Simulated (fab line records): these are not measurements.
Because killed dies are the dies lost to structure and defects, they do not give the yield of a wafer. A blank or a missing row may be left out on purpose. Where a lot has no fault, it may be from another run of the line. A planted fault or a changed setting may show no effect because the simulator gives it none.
Code-filled problem report in 8D (eight disciplines) form :: flow n5-finfet :: the parts of the form that need people (team, actions taken, sign-off) are left out

== 1. THE ISSUE ==
Wafers without a fault read 6.899 s, standard deviation 0.0085; overpolish-run-s at N5_BEOL_M8_CMP_52 reads a mean of 0.036 s on 2 wafers belonging to 2 lots. So: -99 or more standard deviations from the usual mean.
The step: polishes, stops on SiCOH lowk, t overpolish 6.9 s, target thk 80 nm.
First seen on wafer L179.3, day 11 08:16, on cmp-03. The record has a number at this step for 28 wafers belonging to 10 lots. The rule behind "out" and "out of limits": a value lying over 4 standard deviations away from the usual mean. Any other wafer with a number is counted as sound.

== 2. WHAT IT IS AND WHAT IT IS NOT ==
question: which readings at this step
is: overpolish-run-s, barrier-field-endpoint-s
is not: motor-current-A, slurry-filter-dp-kPa

question: which lots
is: L179, L185
is not: L171, L177, L178, L189, L191, L192, L193, L194

question: which wafers of those lots
is: L179.3, L185.3
is not: L179.5, L185.5

question: read on which tools
is: cmp-03, cmp-04
is not: cmp-01

question: when
is: from day 11 08:16
is not: up to then (10 sound wafers); but 16 sound wafers of L185, L189, L191, L192, L193, L194 came after

== 3. WHAT RULES OUT EACH SUSPECT ==
Counting: any tool at a process step up to the reading remains a suspect provided it ran every lot that is out. Sound lots after the first of them don't rule it out here, since some wafers of a struck lot are sound.
- pecvd-03 at N5_BEOL_M8_PECVD_70 (deposits SiO2 from TEOS/O2, target thk 20 nm, time 22.7 s): kept. It ran every lot that is out, first L179 (day 11 01:05); its last sound lot up to then is L178 (day 10 12:35).
- pecvd-03, N5_BEOL_M8_PECVD_70: wafers that are out in chamber 0, sound lot-mates in chambers 1, 2.
After counting, what remains is pecvd-03 at N5_BEOL_M8_PECVD_70.

== 4. THE CAUSE (what the simulator had put in) ==
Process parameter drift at N5_BEOL_M8_PECVD_70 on pecvd-03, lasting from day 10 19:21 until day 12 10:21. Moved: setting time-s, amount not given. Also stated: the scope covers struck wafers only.
Counting left only this tool.

== 5. SEQUENCE OF EFFECTS, ordered by route ==
Rows list readings where the struck wafers' mean (over those with a number) sits beyond 3 standard deviations from the usual. Only readings for which the record gives a usual standard deviation are gone through. hours: the time from each lot's start at the first step in this table that gives one to its start at this step, as a median over the lots. sigmas: the change in usual standard deviations.
hours: 0
step: N5_BEOL_M8_CMP_52
reading: barrier-field-endpoint-s
usual: 29.2 s
on struck wafers: 46.8
change: +17.6
sigmas: +23

hours: 0
step: N5_BEOL_M8_CMP_52
reading: overpolish-run-s
usual: 6.899 s
on struck wafers: 0.036
change: -6.863
sigmas: -99 or more
The process steps in it:
- N5_BEOL_M8_CMP_52: polishes, stops on SiCOH lowk, t overpolish 6.9 s, target thk 80 nm.
Later measuring or inspecting steps at which every struck wafer that the step has a row for has a number for every such reading, and none has moved that far: N5_BEOL_M8_THK_MEAS_53.

== 6. HOW IT WOULD HAVE BEEN CAUGHT EARLIER ==
In this record the first reading out of limits was taken at day 11 08:16, 13 hours after the fault began at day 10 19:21.
Tool readings at N5_BEOL_M8_PECVD_70 with a usual standard deviation given in the record: none out on any struck wafer, hence no alarm at a limit of 4 standard deviations on them.
Of the lots that are out (2), L185 began N5_BEOL_M8_PECVD_70 on pecvd-03 after day 11 08:16. It would have been spared by a hold on the tool at that moment.
